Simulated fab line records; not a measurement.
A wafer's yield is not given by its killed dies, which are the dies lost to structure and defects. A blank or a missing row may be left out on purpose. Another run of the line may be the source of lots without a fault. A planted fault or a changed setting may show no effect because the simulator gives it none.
A single fault, viewed from 3 desks / flow n5Finfet / what lay behind the numbers comes last; until then each desk has only its own

THE DEFECT DESK
Lot by lot, what the route's inspections counted, given as the mean of those sampled wafers with a number. Marked OUT: a lot whose mean sits more than 4 standard deviations from the usual mean, which makes it out of limits; the brackets give that distance.
Columns: A = rawDefectCount at N5_BEOL_M4_INSPECT_30, usual 417
lot=L566; first seen here=day 8 11:52; A=371
lot=L567; first seen here=day 8 16:52; A=362
lot=L569; first seen here=day 9 07:21; A=457
lot=L570; first seen here=day 9 10:34; A=428
lot=L571; first seen here=day 9 11:26; A=397
lot=L574; first seen here=day 10 13:23; A=358
lot=L577; first seen here=day 10 17:32; A=408
lot=L575; first seen here=day 10 18:17; A=411
lot=L578; first seen here=day 11 14:35; A=482
lot=L582; first seen here=day 12 07:53; A=532
This desk's verdict: no lot among the 10 shows anything out of limits.

AT THE METROLOGY DESK
What the gauges read, lot by lot, whatever tool the lot ran on: means of the sampled wafers that have a number. Marked OUT: a lot whose mean sits more than 4 standard deviations from the usual mean, which makes it out of limits; the brackets give that distance. Shown here are 7 of its 11 readings, the ones lying furthest out on some lot.
Columns: A = DIBL_P at N5_BEOL_M4_RC_MEAS_101, usual 35.8 mV/V; B = IOFF_P at N5_BEOL_M4_RC_MEAS_101, usual 0.21 nA/um; C = ION_N at N5_BEOL_M4_RC_MEAS_101, usual 677 uA/um; D = ION_P at N5_BEOL_M4_RC_MEAS_101, usual 465 uA/um; E = SS_P at N5_BEOL_M4_RC_MEAS_101, usual 73.2 mV/dec; F = VT_N at N5_BEOL_M4_RC_MEAS_101, usual 249 mV; G = VT_P at N5_BEOL_M4_RC_MEAS_101, usual -250 mV
lot=L566; first seen here=day 9 06:25; A=36.3; B=0.22; C=683; D=465; E=73.8; F=246; G=-249
lot=L567; first seen here=day 9 13:16; A=36.0; B=0.22; C=662; D=458; E=73.3; F=252; G=-251
lot=L569; first seen here=day 9 21:25; A=32.6; B=0.17; C=677; D=465; E=72.7; F=252; G=-253
lot=L570; first seen here=day 10 09:08; A=35.0; B=0.23; C=680; D=467; E=73.2; F=246; G=-247
lot=L571; first seen here=day 10 11:35; A=36.9; B=0.25; C=684; D=466; E=74.3; F=247; G=-248
lot=L574; first seen here=day 10 23:23; A=36.0; B=0.26; C=680; D=477; E=73.1; F=250; G=-244
lot=L577; first seen here=day 11 07:24; A=36.3; B=0.21; C=684; D=472; E=72.6; F=247; G=-249
lot=L575; first seen here=day 11 13:05; A=32.4; B=0.14; C=657; D=451; E=72.6; F=256; G=-258
lot=L578; first seen here=day 12 05:56; A=38.8; B=0.26; C=701; D=479; E=74.1; F=246; G=-249
lot=L582; first seen here=day 12 23:22; A=35.0; B=0.21; C=663; D=462; E=72.8; F=253; G=-250
This desk's verdict: no lot among the 10 shows anything out of limits.

TOOL OWNER'S DESK, rieDiel-01
The tool's own readings at N5_BEOL_M4_ETCH_70 (etches SOC in N2/H2, target depth 80 nm, overetch 24 nm, time 130 s): means of the sampled wafers that have a number, for each lot that ran on this tool. Marked OUT: a lot whose mean sits more than 4 standard deviations from the usual mean, which makes it out of limits; the brackets give that distance.
Columns: A = drypumpMotorCurrentA at N5_BEOL_M4_ETCH_70, usual 5.8 A; B = n2FlowSccm at N5_BEOL_M4_ETCH_70, usual 199.9 sccm; C = oesProductAu at N5_BEOL_M4_ETCH_70, usual 0.62 a.u.; D = rfVppV at N5_BEOL_M4_ETCH_70, usual 523.9 V; E = runLengthS at N5_BEOL_M4_ETCH_70, usual 153.4 s; F = showerheadPlenumPTorr at N5_BEOL_M4_ETCH_70, usual 2.55 Torr; G = throttleValvePct at N5_BEOL_M4_ETCH_70, usual 17.74 %
lot=L566; first seen here=day 9 06:04; A=6.0; B=199.6; C=0.64; D=523.0; E=153.7; F=2.56; G=17.84
lot=L567; first seen here=day 9 12:54; A=6.0; B=200.1; C=0.64; D=524.8; E=153.7; F=2.56; G=17.81
lot=L569; first seen here=day 9 21:04; A=6.0; B=200.2; C=0.63; D=524.8; E=153.5; F=2.56; G=17.82
lot=L570; first seen here=day 10 08:46; A=5.3; B=200.2; C=0.65; D=522.3; E=153.2; F=2.48; G=17.48
lot=L571; first seen here=day 10 11:13; A=5.5; B=200.2; C=0.65; D=523.1; E=153.2; F=2.48; G=17.64
lot=L574; first seen here=day 10 23:02; A=5.5; B=200.2; C=0.64; D=522.2; E=153.4; F=2.48; G=17.63
lot=L577; first seen here=day 11 07:02; A=5.5; B=199.7; C=0.64; D=521.6; E=153.4; F=2.48; G=17.65
lot=L575; first seen here=day 11 12:43; A=5.7; B=199.5; C=0.64; D=523.5; E=153.4; F=2.54; G=17.67
lot=L578; first seen here=day 12 05:35; A=5.7; B=199.9; C=0.62; D=524.4; E=153.4; F=2.54; G=17.68
lot=L582; first seen here=day 12 23:00; A=5.7; B=200.3; C=0.74; D=522.8; E=132.9 (-64) OUT; F=2.48; G=17.86
This desk's finding: out of limits on L582; first on L582, day 12 23:00 (runLengthS at N5_BEOL_M4_ETCH_70). L566, L567, L569, L570, L571, L574, L577, L575, L578 stayed within limits.

PUT TOGETHER
At day 12 23:00, on L582, the tool owner's desk was in a position to raise an alarm.
Nothing out of limits was seen by the defect desk.
From the metrology desk's view, nothing was out of limits.
The defect desk has L582 on record, within its limits.
The metrology desk holds a record of L582, inside its limits.
All the named lots went through N5_BEOL_M4_ETCH_70 on rieDiel-01.

WHAT WAS PUT IN BY THE SIMULATOR
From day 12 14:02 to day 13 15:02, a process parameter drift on rieDiel-01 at N5_BEOL_M4_ETCH_70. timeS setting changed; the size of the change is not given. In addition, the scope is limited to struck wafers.
Lots struck among those shown: L582.
Hours from the fault's start to each desk's first reading out of limits: the tool owner's desk, 9.
